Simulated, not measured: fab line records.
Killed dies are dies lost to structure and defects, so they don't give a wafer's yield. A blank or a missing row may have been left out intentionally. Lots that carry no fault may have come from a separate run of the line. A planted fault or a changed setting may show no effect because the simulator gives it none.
fab line records	flow n5-finfet
record lots=7	wafers=21
route steps=1938 shown BEOL_M2@868 BEOL_M3@938 BEOL_M4@1027 BEOL_M5@1120 BEOL_M6@1197
start-h: hours from the record's first day to the start of the lot's first wafer shown	wait-h: hours since the lot's step before	" the same as in the row above	L1.1+2: a row that stands for several wafers	- value missing, or start not given	* or withheld: withheld	< > ~ a bound
route shown NAME@n: NAME is a module with steps in the file, n the number in the route of the first one	usual: mean/standard deviation of fault-free wafers	same: alike in all rows	chamber/n: place in a boat	sites: the reading at each site	_std_site: standard deviation of those values	_edge_site: the outer-site mean with the inner-site mean subtracted	radius-mm: how far each site lies from the wafer's centre	mask NAME#n: copy n	behind: tool/chamber where the wafer was last shaped	hold: why the lot went on hold/how many hours it stayed there/how the hold came to an end	device: the transistor (n, p or np) that didn't switch	end of line: the route-end tests of the same wafers	a step without rows: its recipe alone	killed: not the wafer's yield, but the dies lost to structure and defects at the first sort	map: a wafer's dies, x killed, . not, _ none there
set.NAME: the setting as run; set.NAME@STEP: as run at that earlier step	model.NAME: the simulator's own value behind a step, which no gauge read
lots whose settings were changed on purpose; a table a step, a row a wafer
## steps
# step N5_BEOL_M2_COAT_68
# recipe resist=SiARC	temp-c=220	time-s=60	spin-rpm=1500	resist-thk-nm=12
lot.wafer	tool	chamber	start-h	wait-h	set.spin-rpm	model.SiARC_of_BEOL_M2_COAT_68.thk-nm
L074.1+2	litho-track-03	0	-	-	1500	12
L074.5	"	0	"	"	1584	11.6
L075.1+4	litho-track-03	0	-	-	1500	12
L075.6	"	0	"	"	1579	11.6
L079.1+4	litho-track-04	0	-	-	1609	11.6
L079.5	"	0	"	"	1500	12
L081.1+3	litho-track-04	0	-	-	1500	12
L081.5	"	0	"	"	1567	11.8
L085.1+4+6	litho-track-05	0	-	-	1500	12
L086.1+6	litho-track-05	0	-	-	1500	12
L086.4	"	0	"	"	1429	12.4
L092.1	litho-track-04	0	-	-	1628	11.6
L092.3+5	"	0	"	"	1500	12
# step N5_BEOL_M2_COAT_76
# recipe resist=underlayer	temp-c=205	time-s=60	spin-rpm=1500	resist-thk-nm=5
# step N5_BEOL_M2_COAT_22
# recipe resist=CAR-EUV	spin-rpm=1500	resist-thk-nm=30
# step N5_BEOL_M2_DESCUM_33
# recipe chemistry=O2	time-s=7	source-power-w=50	bias-power-w=20	pressure-mtorr=20	rf-frequency-hz=2.712e+07	temp-c=40	resist=CAR-EUV	o2-flow-sccm=225
# step N5_BEOL_M2_ETCH_77
# recipe chemistry=N2/H2	target=underlayer	target-depth-a=65	mask-material=CAR-EUV	time-s=5.2	ion-energy-ev=200	pressure-mtorr=30	source-w=840	bias-w=150	n2-flow-sccm=200	h2-flow-sccm=200	ends=cleared
# step N5_BEOL_M2_ETCH_69
# recipe chemistry=CF4	target=SiARC	target-depth-a=156	mask-material=CAR-EUV	time-s=26	ion-energy-ev=80	pressure-mtorr=40	source-w=545	bias-w=36	Ar_flow_sccm=100	cf4-flow-sccm=100	ends=cleared
lot.wafer	tool	chamber	start-h	wait-h	set.spin-rpm@BEOL_M2_COAT_68	model.etch.depth-nm
L074.1	rie-diel-05	3	135.75	0.0	1500	11.91
L074.2	"	0	"	"	1500	11.93
L074.5	"	2	"	"	1584	11.6
L075.1	rie-diel-04	2	150.31	0.0	1500	11.98
L075.4	"	1	"	"	1500	11.94
L075.6	"	3	"	"	1579	11.66
L079.1	rie-diel-05	2	161.53	0.0	1609	11.53
L079.4	"	1	"	"	1609	11.59
L079.5	"	2	"	"	1500	11.98
L081.1	rie-diel-01	0	185.83	0.0	1500	12.07
L081.3	"	1	"	"	1500	12.06
L081.5	"	0	"	"	1567	11.78
L085.1	rie-diel-01	2	200.79	0.0	1500	12.09
L085.4	"	1	"	"	1500	12.05
L085.6	"	3	"	"	1500	12.02
L086.1	rie-diel-01	1	225.48	0.0	1500	12.02
L086.4	"	1	"	"	1429	12.38
L086.6	"	3	"	"	1500	12.05
L092.1	rie-diel-04	1	257.56	0.0	1628	11.55
L092.3	"	2	"	"	1500	12.02
L092.5	"	3	"	"	1500	12.01
# step N5_BEOL_M2_ALD_98
# recipe material=SiO2	target-thk-a=25	temp-c=100	ald-precursor-family=BDEAS	ald-co-reactant=O2-plasma	pulse-time-s=1	co-reactant-pulse-time-s=1	purge-time-s=2	co-reactant-purge-time-s=2	ald-cycles=17	pressure-torr=2
# step N5_BEOL_M2_ETCHBACK_99
# recipe chemistry=CHF3	target=SiO2	target-depth-a=50	time-s=10.4	source-w=215	bias-w=47	Ar_flow_sccm=200	CHF3_flow_sccm=12	ion-energy-ev=100	pressure-mtorr=30
# step N5_BEOL_M2_ETCH_70
# recipe chemistry=N2/H2	target=SOC	target-depth-a=800	overetch-a=240	mask-material=SiARC	temp-c=40	time-s=130	ion-energy-ev=200	pressure-mtorr=30	source-w=840	bias-w=150	n2-flow-sccm=200	h2-flow-sccm=200
lot.wafer	tool	chamber	start-h	wait-h	set.spin-rpm@BEOL_M2_COAT_67	model.etch.depth-nm
L074.1	rie-diel-01	2	149.97	0.0	1600	58.15
L074.2	"	3	"	"	1500	59.98
L074.5	"	3	"	"	1500	60.07
L075.1	rie-diel-01	2	167.39	0.0	1387	62.29
L075.4	"	3	"	"	1500	59.64
L075.6	"	3	"	"	1500	59.88
L079.1	rie-diel-01	3	179.92	0.0	1500	59.85
L079.4	"	0	"	"	1500	59.67
L079.5	"	1	"	"	1500	59.78
L081.1	rie-diel-04	2	209.93	0.0	1500	59.95
L081.3	"	3	"	"	1350	63.06
L081.5	"	1	"	"	1350	63.28
L085.1	rie-diel-04	2	223.40	0.0	1500	60.09
L085.4	"	1	"	"	1500	60.2
L085.6	"	2	"	"	1500	60.07
L086.1	rie-diel-01	3	238.19	0.0	1593	58.46
L086.4	"	1	"	"	1593	58.62
L086.6	"	2	"	"	1500	60.46
L092.1	rie-diel-01	0	270.42	0.0	1500	60.18
L092.3	"	3	"	"	1500	60.13
L092.5	"	2	"	"	1500	60.05
# step N5_BEOL_M2_STRIP_71
# recipe chemistry=N2/H2	temp-c=40	n2-flow-sccm=200	h2-flow-sccm=200	rf-frequency-hz=6e+07
# step N5_BEOL_M2_STRIP_78
# recipe chemistry=N2/H2	temp-c=40	n2-flow-sccm=200	h2-flow-sccm=200	rf-frequency-hz=6e+07
# step N5_BEOL_M2_VIA_ETCH_34
# recipe chemistry=C4F6/O2	target-depth-a=694	mask-material=SOC	pressure-mtorr=15	ion-energy-ev=250	taper-deg=4	time-s=65.9	source-w=350	bias-w=170	Ar_flow_sccm=300	C4F6_flow_sccm=10	O2_flow_sccm=10
lot.wafer	tool	chamber	start-h	wait-h	set.spin-rpm@BEOL_M2_COAT_67	model.SOC_of_BEOL_M2_COAT_67.thk-nm
L074.1	rie-diel-01	2	150.07	0.0	1600	49.8
L074.2+5	"	3	"	"	1500	51.8
L075.1	rie-diel-01	2	167.49	0.0	1387	54
L075.4	"	3	"	"	1500	51.4
L075.6	"	3	"	"	1500	51.8
L079.1	rie-diel-01	3	180.03	0.0	1500	51.8
L079.4	"	0	"	"	1500	51.2
L079.5	"	1	"	"	1500	52
L081.1	rie-diel-04	2	210.03	0.0	1500	51.4
L081.3	"	3	"	"	1350	54.6
L081.5	"	1	"	"	1350	55
L085.1+6	rie-diel-04	2	223.50	0.0	1500	51.8
L085.4	"	1	"	"	1500	52
L086.1	rie-diel-01	3	238.30	0.0	1593	50.2
L086.4	"	1	"	"	1593	50.8
L086.6	"	2	"	"	1500	52.2
L092.1	rie-diel-01	0	270.52	0.0	1500	51.6
L092.3	"	3	"	"	1500	52
L092.5	"	2	"	"	1500	51.8
# step N5_BEOL_M3_COAT_05
# recipe resist=CAR-EUV	spin-rpm=1500	resist-thk-nm=30
lot.wafer	tool	chamber	start-h	wait-h	set.spin-rpm	model.CAR-EUV_of_BEOL_M3_COAT_05.thk-nm
L074.1+2+5	litho-track-03	0	-	-	1500	29.8
L075.1+6	litho-track-02	0	-	-	1419	30.8
L075.4	"	0	"	"	1500	30
L079.1+4+5	litho-track-01	0	-	-	1500	30
L081.1	litho-track-03	0	-	-	1500	30.2
L081.3	"	0	"	"	1500	30
L081.5	"	0	"	"	1437	30.8
L085.1+4+6	litho-track-03	0	-	-	1500	30
L086.1+4	litho-track-02	0	-	-	1500	30
L086.6	"	0	"	"	1601	29
L092.1+3	litho-track-01	0	-	-	1632	28.8
L092.5	"	0	"	"	1500	30
# step N5_BEOL_M3_EBR_07
# recipe solvent=PGMEA	ebr-width-mm=1.5
# step N5_BEOL_M3_SOFTBAKE_06
# recipe temp-c=110	time-s=60	resist=CAR-EUV
# step N5_BEOL_M3_DESCUM_16
# recipe chemistry=O2	time-s=7	source-power-w=50	bias-power-w=20	pressure-mtorr=20	rf-frequency-hz=2.712e+07	temp-c=40	resist=CAR-EUV	o2-flow-sccm=225
lot.wafer	tool	chamber	start-h	wait-h	set.spin-rpm@BEOL_M3_COAT_05	model.CAR-EUV_of_BEOL_M3_COAT_05.thk-nm
L074.1+2+5	rie-diel-06	1,3,2	156.70	0.0	1500	26
L075.1	rie-diel-02	2	176.09	0.0	1419	26.8
L075.4	"	0	"	"	1500	26
L075.6	"	3	"	"	1419	27
L079.1+4	rie-diel-03	1,2	188.03	0.0	1500	26
L079.5	"	3	"	"	1500	26.2
L081.1	rie-diel-02	1	217.33	0.0	1500	26.2
L081.3	"	2	"	"	1500	26
L081.5	"	1	"	"	1437	26.8
L085.1+4+6	rie-diel-02	0,1,0	232.26	0.2	1500	26
L086.1+4	rie-diel-02	1,0	246.06	0.2	1500	26
L086.6	"	0	"	"	1601	25
L092.1+3	rie-diel-06	1,2	277.04	0.2	1632	24.8
L092.5	"	2	"	"	1500	26
# step N5_BEOL_M4_COAT_73
# recipe resist=underlayer	temp-c=205	time-s=60	spin-rpm=1500	resist-thk-nm=5
lot.wafer	tool	chamber	start-h	wait-h	set.spin-rpm
L074.1	litho-track-04	0	-	-	1500
L074.2+5	"	0	"	"	1647
L075.1+4+6	litho-track-02	0	-	-	1605
L079.1+4+5	litho-track-04	0	-	-	1500
L081.1+5	litho-track-05	0	-	-	1500
L081.3	"	0	"	"	1604
L085.1+4+6	litho-track-04	0	-	-	1500
L086.1	litho-track-04	0	-	-	1355
L086.4+6	"	0	"	"	1500
L092.1+3+5	litho-track-05	0	-	-	1500
# step N5_BEOL_M4_COAT_05
# recipe resist=CAR-EUV	spin-rpm=1500	resist-thk-nm=30
lot.wafer	tool	chamber	start-h	wait-h	set.spin-rpm	model.CAR-EUV_of_BEOL_M4_COAT_05.thk-nm
L074.1+5	litho-track-04	0	-	-	1500	30
L074.2	"	0	"	"	1342	31.6
L075.1+4	litho-track-02	0	-	-	1500	30
L075.6	"	0	"	"	1418	30.8
L079.1+5	litho-track-04	0	-	-	1500	30
L079.4	"	0	"	"	1565	29.2
L081.1+5	litho-track-05	0	-	-	1500	30.2
L081.3	"	0	"	"	1398	31.2
L085.1+4+6	litho-track-04	0	-	-	1500	30
L086.1+4	litho-track-04	0	-	-	1500	30
L086.6	"	0	"	"	1353	31.6
L092.1+5	litho-track-05	0	-	-	1500	30
L092.3	"	0	"	"	1363	31.6
# step N5_BEOL_M4_EBR_07
# recipe solvent=PGMEA	ebr-width-mm=1.5
# step N5_BEOL_M4_SOFTBAKE_06
# recipe temp-c=110	time-s=60	resist=CAR-EUV
# step N5_BEOL_M4_EXPOSE_08
# recipe mask-id=M4	na=0.33	source-shape=dipole	sigma-inner=0.369	sigma-outer=0.767	polarization=unpolarized	dose-mj=41.25
# step N5_BEOL_M4_PEB_09
# recipe peb-temp-c=100	peb-time-s=60	resist=CAR-EUV
# step N5_BEOL_M4_DEVELOP_10
# recipe develop-time-s=30	developer=TMAH	resist=CAR-EUV	rinse-liquid=surfactant-rinse	dry=air-spin	dev-temp-c=23
lot.wafer	tool	chamber	start-h	wait-h	set.spin-rpm@BEOL_M4_COAT_05	model.CAR-EUV_of_BEOL_M4_COAT_05.thk-nm
L074.1+5	litho-track-02	0	-	-	1500	29.4
L074.2	"	0	"	"	1342	31.2
L075.1+4	litho-track-02	0	-	-	1500	29.6
L075.6	"	0	"	"	1418	30.4
L079.1+5	litho-track-02	0	-	-	1500	29.6
L079.4	"	0	"	"	1565	28.8
L081.1+5	litho-track-05	0	-	-	1500	29.6
L081.3	"	0	"	"	1398	30.8
L085.1+4+6	litho-track-05	0	-	-	1500	29.6
L086.1+4	litho-track-04	0	-	-	1500	29.6
L086.6	"	0	"	"	1353	31.2
L092.1+5	litho-track-05	0	-	-	1500	29.6
L092.3	"	0	"	"	1363	31
# step N5_BEOL_M4_DESCUM_16
# recipe chemistry=O2	time-s=7	source-power-w=50	bias-power-w=20	pressure-mtorr=20	rf-frequency-hz=2.712e+07	temp-c=40	resist=CAR-EUV	o2-flow-sccm=225
# step N5_BEOL_M4_ETCH_74
# recipe chemistry=N2/H2	target=underlayer	target-depth-a=65	mask-material=CAR-EUV	time-s=5.2	ion-energy-ev=200	pressure-mtorr=30	source-w=840	bias-w=150	n2-flow-sccm=200	h2-flow-sccm=200	ends=cleared
lot.wafer	tool	chamber	start-h	wait-h	set.spin-rpm@BEOL_M4_COAT_73	set.spin-rpm@BEOL_M4_COAT_05	model.CAR-EUV_of_BEOL_M4_COAT_05.thk-nm	model.etch.depth-nm
L074.1	rie-diel-05	0	168.27	0.0	1500	1500	20.2	5.01
L074.2	"	1	"	"	1647	1342	22.2	4.783
L074.5	"	2	"	"	1647	1500	20.6	4.802
L075.1	rie-diel-01	3	189.39	0.0	1605	1500	20.6	4.868
L075.4	"	1	"	"	1605	1500	20.8	4.863
L075.6	"	1	"	"	1605	1418	21.6	4.855
L079.1	rie-diel-01	2	204.13	0.0	1500	1500	20.2	5.005
L079.4	"	1	"	"	1500	1565	19.8	4.984
L079.5	"	3	"	"	1500	1500	20.4	5.002
L081.1	rie-diel-04	3	233.77	0.0	1500	1500	20.2	5.013
L081.3	"	2	"	"	1604	1398	21.6	4.852
L081.5	"	1	"	"	1500	1500	20.4	4.997
L085.1	rie-diel-04	0	257.65	0.0	1500	1500	20.6	5.012
L085.4	"	2	"	"	1500	1500	20.4	5.031
L085.6	"	1	"	"	1500	1500	20.4	5.003
L086.1	rie-diel-01	3	283.37	0.0	1355	1500	20.2	5.256
L086.4	"	2	"	"	1500	1500	20.2	5.007
L086.6	"	2	"	"	1500	1353	22	5.014
L092.1	rie-diel-01	0	313.30	0.0	1500	1500	20.2	5.016
L092.3	"	3	"	"	1500	1363	22	5.013
L092.5	"	3	"	"	1500	1500	20.4	5.023
# step N5_BEOL_M5_COAT_05
# recipe resist=CAR-EUV	spin-rpm=1500	resist-thk-nm=30
lot.wafer	tool	chamber	start-h	wait-h	set.spin-rpm	model.CAR-EUV_of_BEOL_M5_COAT_05.thk-nm
L074.1	litho-track-01	0	-	-	1500	30
L074.2+5	"	0	"	"	1427	30.6
L075.1	litho-track-05	0	-	-	1500	30
L075.4	"	0	"	"	1381	31.2
L075.6	"	0	"	"	1381	31.4
L079.1	litho-track-05	0	-	-	1500	30
L079.4	"	0	"	"	1500	30.2
L079.5	"	0	"	"	1379	31.4
L081.1	litho-track-01	0	-	-	1621	28.8
L081.3+5	"	0	"	"	1500	30
L085.1+4+6	litho-track-05	0	-	-	1500	30
L086.1	litho-track-05	0	-	-	1500	29.8
L086.4	"	0	"	"	1579	29.2
L086.6	"	0	"	"	1500	30
L092.1+3+5	litho-track-05	0	-	-	1500	30
# step N5_BEOL_M5_EBR_07
# recipe solvent=PGMEA	ebr-width-mm=1.5
# step N5_BEOL_M5_SOFTBAKE_06
# recipe temp-c=110	time-s=60	resist=CAR-EUV
# step N5_BEOL_M5_EXPOSE_08
# recipe mask-id=M5	na=0.33	source-shape=annular	sigma-inner=0.4	sigma-outer=0.8	polarization=unpolarized	target-cd-nm=28	dose-mj=35.75
# step N5_BEOL_M5_PEB_09
# recipe peb-temp-c=100	peb-time-s=60	resist=CAR-EUV
# step N5_BEOL_M5_DEVELOP_10
# recipe develop-time-s=30	developer=TMAH	resist=CAR-EUV	rinse-liquid=surfactant-rinse	dry=air-spin	dev-temp-c=23
lot.wafer	tool	chamber	start-h	wait-h	set.spin-rpm@BEOL_M5_COAT_05	model.CAR-EUV_of_BEOL_M5_COAT_05.thk-nm
L074.1	litho-track-05	0	-	-	1500	29.4
L074.2+5	"	0	"	"	1427	30.2
L075.1	litho-track-05	0	-	-	1500	29.6
L075.4	"	0	"	"	1381	30.8
L075.6	"	0	"	"	1381	31
L079.1+4	litho-track-03	0	-	-	1500	29.6
L079.5	"	0	"	"	1379	31
L081.1	litho-track-01	0	-	-	1621	28.4
L081.3	"	0	"	"	1500	29.6
L081.5	"	0	"	"	1500	29.4
L085.1+4	litho-track-03	0	-	-	1500	29.4
L085.6	"	0	"	"	1500	29.6
L086.1	litho-track-05	0	-	-	1500	29.4
L086.4	"	0	"	"	1579	28.8
L086.6	"	0	"	"	1500	29.6
L092.1+3	litho-track-05	0	-	-	1500	29.6
L092.5	"	0	"	"	1500	29.4
# step N5_BEOL_M6_PECVD_70
# recipe material=SiO2	target-thk-a=200	temp-c=400	precursor=TEOS/O2	pressure-torr=5.5	rf-w=450	teos-flow-sccm=53.8	gas=O2	flow-sccm=3000	time-s=22.7
lot.wafer	tool	chamber	start-h	wait-h	set.temp-c	model.SiO2_of_BEOL_M6_PECVD_70.thk-nm
L074.1	pecvd-04	2	210.14	0.0	416.1	17.8
L074.2	"	1	"	"	416.1	18
L074.5	"	2	"	"	400	20
L075.1	pecvd-01	1	234.29	0.0	400	19.8
L075.4	"	1	"	"	407.5	19.4
L075.6	"	0	"	"	407.5	19.2
L079.1	pecvd-01	0	253.73	0.0	400	20
L079.4	"	2	"	"	400	20.4
L079.5	"	1	"	"	400	20.2
L081.1	pecvd-03	1	271.68	0.0	400	19.2
L081.3	"	0	"	"	415.2	17.6
L081.5	"	2	"	"	400	20.2
L085.1	pecvd-03	2	290.30	0.0	400	20
L085.4	"	2	"	"	400	20.6
L085.6	"	0	"	"	400	20.2
L086.1	pecvd-03	1	314.98	0.0	407.4	18.6
L086.4	"	2	"	"	400	20.4
L086.6	"	2	"	"	407.4	19.4
L092.1	pecvd-04	0	338.96	0.0	400	20
L092.3	"	1	"	"	406.7	19.2
L092.5	"	2	"	"	400	20.4
# step N5_BEOL_M6_HM_DEP_02
# recipe material=TiN	target-thk-a=200	temp-c=25	chamber-pressure-pa=0.49996
lot.wafer	tool	chamber	start-h	wait-h	set.target-thk-a	model.TiN_of_BEOL_M6_HM_DEP_02.thk-nm
L074.1	pvd-sputter-01	-	210.31	0.1	200	20.4
L074.2	"	-	"	"	200	20.2
L074.5	"	-	"	"	188.9	19.2
L075.1	pvd-sputter-03	-	236.02	1.7	200	19.6
L075.4	"	-	"	"	188.8	18.8
L075.6	"	-	"	"	200	20
L079.1	pvd-sputter-01	-	254.49	0.7	200	20
L079.4+5	"	-	"	"	200	20.2
L081.1	pvd-sputter-03	-	273.60	1.9	200	20.2
L081.3	"	-	"	"	200	19.6
L081.5	"	-	"	"	220.4	22
L085.1+4	pvd-sputter-03	-	291.72	1.4	200	20
L085.6	"	-	"	"	200	19.6
L086.1	pvd-sputter-01	-	316.84	1.8	175.4	18
L086.4	"	-	"	"	175.4	17.6
L086.6	"	-	"	"	200	20.2
L092.1	pvd-sputter-02	-	339.02	0.0	200	19.4
L092.3+5	"	-	"	"	189.6	18.6
# step N5_BEOL_M6_COAT_59
# recipe resist=SOC	temp-c=250	time-s=60	spin-rpm=1500	resist-thk-nm=100
# step N5_BEOL_M6_COAT_60
# recipe resist=SiARC	temp-c=220	time-s=60	spin-rpm=1500	resist-thk-nm=35
# step N5_BEOL_M6_STRIP_68
# recipe chemistry=N2/H2	temp-c=40	n2-flow-sccm=200	h2-flow-sccm=200	rf-frequency-hz=6e+07
# step N5_BEOL_M6_STRIP_67
# recipe chemistry=CF4	resist=SiARC	power-w=300	bias-power-w=75	pressure-mtorr=50	cf4-flow-sccm=150	rf-frequency-hz=6e+07
# step N5_BEOL_M6_HM_OPEN_17
# recipe chemistry=Cl2/BCl3	target-depth-a=200	overetch-a=60	target=TiN	mask-material=SOC	ion-energy-ev=150	pressure-mtorr=10	icp-w=1000	bias-w=126	Cl2_flow_sccm=53.25	bcl3-flow-sccm=21.75	Ar_flow_sccm=25
lot.wafer	tool	chamber	start-h	wait-h	set.target-thk-a@BEOL_M6_HM_DEP_02	model.etch.depth-nm
L074.1	rie-metal-01	1	211.18	0.0	200	20.43
L074.2	"	0	"	"	200	20.22
L074.5	"	0	"	"	188.9	19.2
L075.1	rie-metal-02	0	237.07	0.0	200	19.51
L075.4	"	0	"	"	188.8	18.8
L075.6	"	0	"	"	200	19.97
L079.1	rie-metal-03	1	255.36	0.0	200	20.07
L079.4	"	1	"	"	200	20.15
L079.5	"	0	"	"	200	20.14
L081.1	rie-metal-03	1	275.59	0.0	200	20.11
L081.3	"	1	"	"	200	19.55
L081.5	"	1	"	"	220.4	21.95
L085.1	rie-metal-03	1	292.61	0.0	200	20.03
L085.4	"	1	"	"	200	20.07
L085.6	"	1	"	"	200	19.66
L086.1	rie-metal-03	1	317.82	0.0	175.4	18.05
L086.4	"	1	"	"	175.4	17.59
L086.6	"	1	"	"	200	20.19
L092.1	rie-metal-01	0	339.77	0.0	200	19.43
L092.3	"	1	"	"	189.6	18.66
L092.5	"	0	"	"	189.6	18.63
# step N5_BEOL_M6_ALD_77
# recipe material=TaN	target-thk-a=20	temp-c=275	ald-precursor-family=PDMAT	ald-co-reactant=NH3	pressure-torr=3	carrier-flow-sccm=1500	pulse-time-s=2	purge-time-s=3	co-reactant-purge-time-s=2	co-reactant-pulse-time-s=3	ald-cycles=40	precursor-vessel-temp-c=75	precursor-vessel-pressure-torr=26.25	precursor-vessel-carrier-sccm=1000
lot.wafer	tool	chamber	start-h	wait-h	set.ald-cycles	model.TaN_of_BEOL_M6_ALD_77.thk-nm
L074.1	ald-metal-04	1	213.45	0.1	40	2
L074.2	"	0	"	"	46	2.2
L074.5	"	1	"	"	46	2.4
L075.1	ald-metal-03	2	242.67	0.0	36	1.8
L075.4+6	"	0,1	"	"	40	2
L079.1	ald-metal-01	1	257.66	0.0	45	2.2
L079.4+5	"	3,2	"	"	40	2
L081.1	ald-metal-01	3	279.34	0.1	40	2
L081.3+5	"	2,1	"	"	46	2.4
L085.1+4+6	ald-metal-01	2,3,3	296.24	0.0	40	2
L086.1+4	ald-metal-01	2,3	321.59	0.1	38	1.8
L086.6	"	3	"	"	40	2
L092.1	ald-metal-04	1	342.14	0.0	40	2
L092.3+5	"	3	"	"	44	2.2
## key
split step=N5_BEOL_M2_COAT_68	setting=spin-rpm	stated=1500	by=wafer
response step=N5_BEOL_M2_COAT_68	reading=model.SiARC_of_BEOL_M2_COAT_68.thk-nm	change=-0.0592	per=1%	r=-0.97
response step=N5_BEOL_M2_ETCH_69	reading=model.etch.depth-nm	change=-0.0584	per=1%	r=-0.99
split step=N5_BEOL_M3_COAT_05	setting=spin-rpm	stated=1500	by=wafer
response step=N5_BEOL_M3_COAT_05	reading=model.CAR-EUV_of_BEOL_M3_COAT_05.thk-nm	change=-0.145	per=1%	r=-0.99
response step=N5_BEOL_M3_DESCUM_16	reading=model.CAR-EUV_of_BEOL_M3_COAT_05.thk-nm	change=-0.148	per=1%	r=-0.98
split step=N5_BEOL_M4_COAT_73	setting=spin-rpm	stated=1500	by=wafer
response step=N5_BEOL_M4_ETCH_74	reading=model.etch.depth-nm	change=-0.0234	per=1%	r=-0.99
split step=N5_BEOL_M4_COAT_05	setting=spin-rpm	stated=1500	by=wafer
response step=N5_BEOL_M4_COAT_05	reading=model.CAR-EUV_of_BEOL_M4_COAT_05.thk-nm	change=-0.16	per=1%	r=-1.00
response step=N5_BEOL_M4_DEVELOP_10	reading=model.CAR-EUV_of_BEOL_M4_COAT_05.thk-nm	change=-0.165	per=1%	r=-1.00
response step=N5_BEOL_M4_ETCH_74	reading=model.CAR-EUV_of_BEOL_M4_COAT_05.thk-nm	change=-0.177	per=1%	r=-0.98
split step=N5_BEOL_M5_COAT_05	setting=spin-rpm	stated=1500	by=wafer
response step=N5_BEOL_M5_COAT_05	reading=model.CAR-EUV_of_BEOL_M5_COAT_05.thk-nm	change=-0.152	per=1%	r=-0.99
response step=N5_BEOL_M5_DEVELOP_10	reading=model.CAR-EUV_of_BEOL_M5_COAT_05.thk-nm	change=-0.156	per=1%	r=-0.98
split step=N5_BEOL_M6_PECVD_70	setting=temp-c	stated=400	by=wafer
response step=N5_BEOL_M6_PECVD_70	reading=model.SiO2_of_BEOL_M6_PECVD_70.thk-nm	change=-0.536	per=1%	r=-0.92
split step=N5_BEOL_M6_HM_DEP_02	setting=target-thk-a	stated=200	by=wafer
response step=N5_BEOL_M6_HM_DEP_02	reading=model.TiN_of_BEOL_M6_HM_DEP_02.thk-nm	change=+0.194	per=1%	r=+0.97
response step=N5_BEOL_M6_HM_OPEN_17	reading=model.etch.depth-nm	change=+0.192	per=1%	r=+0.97
split step=N5_BEOL_M6_ALD_77	setting=ald-cycles	stated=40	by=wafer
response step=N5_BEOL_M6_ALD_77	reading=model.TaN_of_BEOL_M6_ALD_77.thk-nm	change=+0.0217	per=1%	r=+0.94
split outside-this-file step=N5_BEOL_M2_COAT_67 setting=spin-rpm
# split outside-this-file: this setting was split too, and the file shows its column; the key of that split is in another file
